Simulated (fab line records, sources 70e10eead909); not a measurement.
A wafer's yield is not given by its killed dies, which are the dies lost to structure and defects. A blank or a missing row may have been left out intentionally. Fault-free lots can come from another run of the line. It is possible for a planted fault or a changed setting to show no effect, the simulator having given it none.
Which tool is to blame?	flow nandHarc	14 lots with 41 wafers sampled at 5 steps, on a route of 1159 steps

== WHAT THE GAUGES READ, wafer by wafer ==
NHARC_A_ZERO_WELL_CD_MEAS_10: target cd 2000 nm.
lot	measured	on	cdNm (nm)
L103	day 6 12:10	cdSem-03	2000.2 2000.0 1999.8
L104	day 7 12:20	cdSem-02	1998.0 1998.4 1999.3
L107	day 7 13:05	cdSem-02	2001.1 1999.4 1999.4
L108	day 7 18:43	cdSem-03	2000.5 1999.7
L109	day 7 19:51	cdSem-02	2002.1 1999.9 2000.7
L111	day 8 06:23	cdSem-02	2001.8 2001.9 2002.3
L115	day 9 22:49	cdSem-02	2001.4 2001.0 1999.5
L116	day 9 23:19	cdSem-02	2003.3 2002.2 2001.5
L114	day 9 23:55	cdSem-01	1997.8 1999.0 1999.9
L119	day 10 12:43	cdSem-02	1998.4 1997.3 2001.5
L121	day 10 19:37	cdSem-01	2000.2 1999.2 1999.4
L122	day 11 13:02	cdSem-02	2000.6 1999.7 2001.0
L123	day 11 13:20	cdSem-03	2001.4 2002.5 2004.5
L124	day 11 20:37	cdSem-03	2000.9 2000.7 2001.1

NHARC_A_SOURCE_PLATE_THK_MEAS_09: measures by ellipsometry.
lot	measured	on	thkNm (nm)
L103	day 6 21:07	filmMetro-02	10.5 8.5 10.7
L104	day 7 18:42	filmMetro-02	12.0 10.6 10.5
L107	day 8 02:55	filmMetro-02	14.6 15.6 15.4
L108	day 8 15:45	filmMetro-02	15.4 13.1
L109	day 8 10:40	filmMetro-01	17.2 14.7 15.5
L111	day 8 14:56	filmMetro-02	10.8 10.1 10.2
L115	day 10 07:25	filmMetro-02	8.6 8.2 10.0
L116	day 10 07:26	filmMetro-02	12.7 10.7 10.1
L114	day 10 07:25	filmMetro-02	10.8 11.3 9.5
L119	day 10 21:17	filmMetro-01	11.5 9.8 10.3
L121	day 11 04:13	filmMetro-01	10.0 11.3 9.6
L122	day 11 21:55	filmMetro-02	11.6 10.2 8.5
L123	day 11 21:55	filmMetro-01	9.0 9.0 10.1
L124	day 12 05:30	filmMetro-01	11.6 10.7 9.6

== WHICH TOOL RAN EACH LOT (tool, then ch and the chambers of the sampled wafers, then the start) ==
lot	NHARC_P_M2_ANNEAL_31	NHARC_P_M2_DEP_33	NHARC_A_SOURCE_PLATE_OXIDE_02
L103	rtpAnneal-01 ch 0, day 6 05:22	pecvd-03 ch 0,1, day 6 06:23	furnace-01 ch 0, day 6 16:59
L104	rtpAnneal-01 ch 0, day 7 05:24	pecvd-02 ch 0,2, day 7 06:22	furnace-01 ch 0, day 7 14:41
L107	rtpAnneal-01 ch 0, day 7 06:14	pecvd-03 ch 0,1, day 7 07:09	furnace-01 ch 0, day 7 18:20
L108	rtpAnneal-01 ch 0, day 7 12:18	pecvd-03 ch 1,2, day 7 13:10	furnace-01 ch 0, day 8 02:14
L109	rtpAnneal-01 ch 0, day 7 13:02	pecvd-03 ch 0,1,2, day 7 13:59	furnace-01, day 8 02:14 and furnace-03 ch 0, day 8 06:13
L111	rtpAnneal-02 ch 0, day 7 23:41	pecvd-02 ch 0,1,2, day 8 00:37	furnace-03 ch 0, day 8 10:55
L115	rtpAnneal-01 ch 0, day 9 15:55	pecvd-01 ch 0,2, day 9 16:53	furnace-03 ch 0, day 10 03:21
L116	rtpAnneal-01 ch 0, day 9 16:29	pecvd-03 ch 0,1,2, day 9 17:29	furnace-03 ch 0, day 10 03:21
L114	rtpAnneal-02 ch 0, day 9 17:19	pecvd-01 ch 1,2, day 9 18:19	furnace-03 ch 0, day 10 03:21
L119	rtpAnneal-02 ch 0, day 10 06:10	pecvd-01 ch 0,1,2, day 10 07:11	furnace-03 ch 0, day 10 17:13
L121	rtpAnneal-01 ch 0, day 10 12:59	pecvd-03 ch 0,1, day 10 13:56	furnace-03 ch 0, day 11 00:10
L122	rtpAnneal-02 ch 0, day 11 03:36	pecvd-03 ch 0,1,2, day 11 05:22	furnace-01 ch 0, day 11 17:53
L123	rtpAnneal-02 ch 0, day 11 04:36	pecvd-02 ch 0,1, day 11 05:36	furnace-01 ch 0, day 11 17:53
L124	rtpAnneal-02 ch 0, day 11 13:22	pecvd-03 ch 0,1,2, day 11 14:23	furnace-01 ch 0, day 12 01:31
- NHARC_P_M2_ANNEAL_31: time 90 s.
- NHARC_P_M2_DEP_33: deposits SiCN, target thk 30 nm.
- NHARC_A_SOURCE_PLATE_OXIDE_02: material SiO2, target thk 10 nm, ox time 1362 s.

== WHAT THE TOOLS THEMSELVES READ (means of the sampled wafers that have a number; where no wafer has one, the mark that the record gives instead) ==
NHARC_P_M2_ANNEAL_31.
lot	tool	wafer_temp_C_max
L103	rtpAnneal-01	226.6
L104	rtpAnneal-01	226.4
L107	rtpAnneal-01	226.4
L108	rtpAnneal-01	226.4
L109	rtpAnneal-01	226.4
L111	rtpAnneal-02	225.6
L115	rtpAnneal-01	226.7
L116	rtpAnneal-01	226.4
L114	rtpAnneal-02	225.4
L119	rtpAnneal-02	225.5
L121	rtpAnneal-01	226.5
L122	rtpAnneal-02	225.5
L123	rtpAnneal-02	225.5
L124	rtpAnneal-02	225.9

NHARC_P_M2_DEP_33.
lot	tool	heaterPowerW (W)
L103	pecvd-03	504
L104	pecvd-02	700
L107	pecvd-03	526
L108	pecvd-03	462
L109	pecvd-03	486
L111	pecvd-02	577
L115	pecvd-01	671
L116	pecvd-03	522
L114	pecvd-01	548
L119	pecvd-01	618
L121	pecvd-03	509
L122	pecvd-03	503
L123	pecvd-02	576
L124	pecvd-03	520

NHARC_A_SOURCE_PLATE_OXIDE_02.
lot	tool	oxTempC (C)
L103	furnace-01	900.1
L104	furnace-01	899.7
L107	furnace-01	900.2
L108	furnace-01	899.8
L109	furnace-01/furnace-03	899.9
L111	furnace-03	900.2
L115	furnace-03	900.0
L116	furnace-03	900.0
L114	furnace-03	899.9
L119	furnace-03	900.0
L121	furnace-03	899.9
L122	furnace-01	899.9
L123	furnace-01	900.1
L124	furnace-01	900.3

== THE ANSWER, worked out from the rows above alone ==
Rule: what is usual is taken from the lots themselves. Put in order of their means at a reading, lots are off if they are a third of the lots or fewer, leave a main group of 4 or more, and stand apart from it by a gap of 3 or more times the standard deviation of the main group's means; of several such gaps the widest counts. A main group is skipped when, at the precision printed for the reading in the tables above, its means are all equal. A lot without any number at a reading at which 4 lots or more have one is off too. Any other lot the step has rows for is counted as sound. After the gauges, taken in route order, come the tools' own readings; for these a lot's mean is taken, as printed above. The first step at which some lot is off is used, and at that step the reading that is off furthest; a lot without a number counts as furthest.
Off, at NHARC_A_SOURCE_PLATE_THK_MEAS_09 on thkNm: L107, L108, L109. Main group: mean 10.3 nm, sd 0.63.
If a tool, at a process step before that reading, ran all the lots that are off and no sound lot after the first of them, it fits. Gauges at NHARC_A_SOURCE_PLATE_THK_MEAS_09: tried the same way as those tools. Of those tried, none fits.

== WHAT THE SIMULATOR HAD PUT IN ==
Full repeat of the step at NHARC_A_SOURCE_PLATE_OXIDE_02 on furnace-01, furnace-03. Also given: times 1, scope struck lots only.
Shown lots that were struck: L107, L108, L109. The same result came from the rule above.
